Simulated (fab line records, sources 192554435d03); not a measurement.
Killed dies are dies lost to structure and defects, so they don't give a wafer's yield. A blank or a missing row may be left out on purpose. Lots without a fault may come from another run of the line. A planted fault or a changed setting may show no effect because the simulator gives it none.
Which tool did it? | flow n5_finfet | 6 lots, 18 wafers sampled, at 3 steps of a route of 1938

WHAT THE GAUGES READ, wafer by wafer
N5_BEOL_M11_INSPECT_58: inspects for defects (darkfield).
lot  | measured     | on                | raw_defect_count
L393 | day 10 14:38 | defect_inspect-02 | 94 108 57
L395 | day 11 14:19 | defect_inspect-02 | 63 51 87
L404 | day 14 09:23 | defect_inspect-02 | 86 72 38
L406 | day 14 16:35 | defect_inspect-02 | 58 58 46
L411 | day 15 12:47 | defect_inspect-01 | 59 56 35
L410 | day 15 16:02 | defect_inspect-01 | 67 40 67

WHICH TOOL RAN EACH LOT (tool, then ch and the chambers of the sampled wafers, then the start)
lot  | N5_BEOL_M11_ANNEAL_51            | N5_BEOL_M11_CMP_52
L393 | rtp_anneal-01 ch 0, day 10 13:57 | cmp-03 ch 0,2,3, day 10 14:10
L395 | rtp_anneal-01 ch 0, day 11 13:35 | cmp-01 ch 0,1,3, day 11 13:57
L404 | rtp_anneal-02 ch 0, day 14 08:38 | cmp-03 ch 0,1,2, day 14 08:56
L406 | rtp_anneal-01 ch 0, day 14 15:52 | cmp-01 ch 0,1, day 14 16:08
L411 | rtp_anneal-02 ch 0, day 15 12:03 | cmp-04 ch 0,1,2, day 15 12:21
L410 | rtp_anneal-02 ch 0, day 15 15:19 | cmp-01 ch 0,1,2, day 15 15:35
- N5_BEOL_M11_ANNEAL_51: time 90 s.
- N5_BEOL_M11_CMP_52: polishes, stops on SiCOH lowk, t overpolish 7 s, target thk 140 nm.

THE ANSWER, worked out from the rows above alone
Rule: what is usual is taken from the lots themselves. Put in order of their means at a reading, lots are off if they are a third of the lots or fewer, leave a main group of 4 or more, and stand apart from it by a gap of 3 or more times the standard deviation of the main group's means; of several such gaps the widest counts. A main group whose means are all the same, to the digits that the tables above print for the reading, isn't used. A lot without any number at a reading at which 4 lots or more have one is off too. The other lots that the step has rows for count as sound.
No lot is off at any reading shown: from this, nothing can be told.

WHAT THE SIMULATOR HAD PUT IN
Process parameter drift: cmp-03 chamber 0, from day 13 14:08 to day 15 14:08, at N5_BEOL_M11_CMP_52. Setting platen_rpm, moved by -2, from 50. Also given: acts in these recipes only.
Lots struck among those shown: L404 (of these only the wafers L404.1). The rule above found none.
